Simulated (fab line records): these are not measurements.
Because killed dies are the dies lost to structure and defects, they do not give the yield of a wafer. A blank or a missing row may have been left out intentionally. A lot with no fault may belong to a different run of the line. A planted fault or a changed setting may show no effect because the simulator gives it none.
The tool behind it: which one? || flow n5-finfet || 21 wafers from 7 lots sampled at 2 of the route's 1938 steps

WHAT EACH GAUGE READ, for each wafer
N5_PMOS_HMC_CHANNEL_EPI_THK_MEAS_22.
{"lot": "L102", "measured": "day 2 14:59", "on": "film-metro-01", "HMC_CMP_THK (nm)": "53.7 54.3 54.0"}
{"lot": "L104", "measured": "day 3 03:35", "on": "film-metro-02", "HMC_CMP_THK (nm)": "53.2 53.0 52.3"}
{"lot": "L107", "measured": "day 3 20:26", "on": "film-metro-02", "HMC_CMP_THK (nm)": "53.8 53.9 54.9"}
{"lot": "L109", "measured": "day 4 08:58", "on": "film-metro-02", "HMC_CMP_THK (nm)": "59.6 59.8 59.4"}
{"lot": "L111", "measured": "day 4 20:04", "on": "film-metro-02", "HMC_CMP_THK (nm)": "53.2 53.2 53.9"}
{"lot": "L120", "measured": "day 7 01:49", "on": "film-metro-01", "HMC_CMP_THK (nm)": "53.8 53.8 53.2"}
{"lot": "L122", "measured": "day 7 14:53", "on": "film-metro-01", "HMC_CMP_THK (nm)": "55.1 54.4 54.3"}

EACH LOT AND THE TOOL THAT RAN IT (in order: tool; ch and the chambers of the sampled wafers; start)
{"lot": "L102", "N5_PMOS_HMC_CHANNEL_EPI_CMP_21": "cmp-01 ch 0,1,3, day 2 14:46"}
{"lot": "L104", "N5_PMOS_HMC_CHANNEL_EPI_CMP_21": "cmp-03 ch 0,1,3, day 3 03:17"}
{"lot": "L107", "N5_PMOS_HMC_CHANNEL_EPI_CMP_21": "cmp-03 ch 0,3, day 3 20:11"}
{"lot": "L109", "N5_PMOS_HMC_CHANNEL_EPI_CMP_21": "cmp-01 ch 0,2,3, day 4 08:41"}
{"lot": "L111", "N5_PMOS_HMC_CHANNEL_EPI_CMP_21": "cmp-04 ch 1,2,3, day 4 19:48"}
{"lot": "L120", "N5_PMOS_HMC_CHANNEL_EPI_CMP_21": "cmp-01 ch 0,2,3, day 7 01:33"}
{"lot": "L122", "N5_PMOS_HMC_CHANNEL_EPI_CMP_21": "cmp-01 ch 0,1,3, day 7 14:40"}
- N5_PMOS_HMC_CHANNEL_EPI_CMP_21: polishes SiGe30, target thk 54 nm.

THE ANSWER, worked out from the rows above alone
Rule: the usual values come from the lots themselves. Put in order of their means at a reading, lots are off if they are a third of the lots or fewer, leave a main group of 4 or more, and stand apart from it by a gap of 3 or more times the standard deviation of the main group's means; of several such gaps the widest counts. If all means in a main group match to the digits the tables above print for the reading, that group is not used. A lot without any number at a reading at which 4 lots or more have one is off too. All remaining lots with rows at the step are treated as sound.
Off: L109, seen at N5_PMOS_HMC_CHANNEL_EPI_THK_MEAS_22 (HMC_CMP_THK). Mean 53.8 nm and standard deviation 0.57 in the main group.
If a tool, at a process step before that reading, ran all the lots that are off and no sound lot after the first of them, it fits. Those tools and the gauges at N5_PMOS_HMC_CHANNEL_EPI_THK_MEAS_22 are tried in the same way. No candidate that was tried fits.

WHAT THE SIMULATOR HAD INSERTED
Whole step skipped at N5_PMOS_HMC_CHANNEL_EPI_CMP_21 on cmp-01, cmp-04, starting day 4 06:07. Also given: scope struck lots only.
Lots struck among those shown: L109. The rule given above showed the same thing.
